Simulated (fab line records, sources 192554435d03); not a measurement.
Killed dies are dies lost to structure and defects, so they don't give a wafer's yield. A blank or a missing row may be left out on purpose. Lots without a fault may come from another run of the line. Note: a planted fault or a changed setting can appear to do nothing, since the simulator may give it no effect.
Which tool did it? | flow n5-finfet | 12 lots (36 wafers sampled), 1 step of a 1938-step route

WHAT EACH GAUGE READ, for each wafer
N5_MOL_CONTACT_COAG_INSPECT_10: inspects for defects (brightfield).
lot  | measured     | on                | raw-defect-count
L075 | day 5 02:06  | defect-inspect-01 | 87 64 53
L077 | day 5 12:52  | defect-inspect-01 | 108 97 101
L078 | day 5 23:56  | defect-inspect-01 | 75 115 72
L081 | day 6 14:28  | defect-inspect-02 | 46 32 46
L083 | day 7 01:15  | defect-inspect-01 | 125 115 100
L085 | day 7 22:04  | defect-inspect-02 | 92 91 62
L087 | day 8 00:12  | defect-inspect-02 | 83 85 40
L089 | day 8 13:33  | defect-inspect-02 | 74 77 122
L091 | day 9 04:10  | defect-inspect-02 | 146 80 74
L093 | day 9 14:53  | defect-inspect-01 | 55 36 68
L095 | day 10 01:47 | defect-inspect-01 | 132 55 83
L097 | day 10 12:12 | defect-inspect-01 | 86 51 92

WHAT TOOL EACH LOT RAN ON (gives the tool, then ch and the chambers of the sampled wafers, and finally the start)
Before these readings, the record contains no process step.

THE ANSWER, worked out from the rows above alone
Rule: usual is defined by the lots themselves. Put in order of their means at a reading, lots are off if they are a third of the lots or fewer, leave a main group of 4 or more, and stand apart from it by a gap of 3 or more times the standard deviation of the main group's means; of several such gaps the widest counts. If all means in a main group match to the digits the tables above print for the reading, that group is not used. Also off: a lot with no number at a reading for which 4 or more lots have one. Any other lot the step has rows for is counted as sound.
Across all readings shown, no lot is off: no conclusion can be drawn from this.

WHAT THE SIMULATOR HAD PUT IN
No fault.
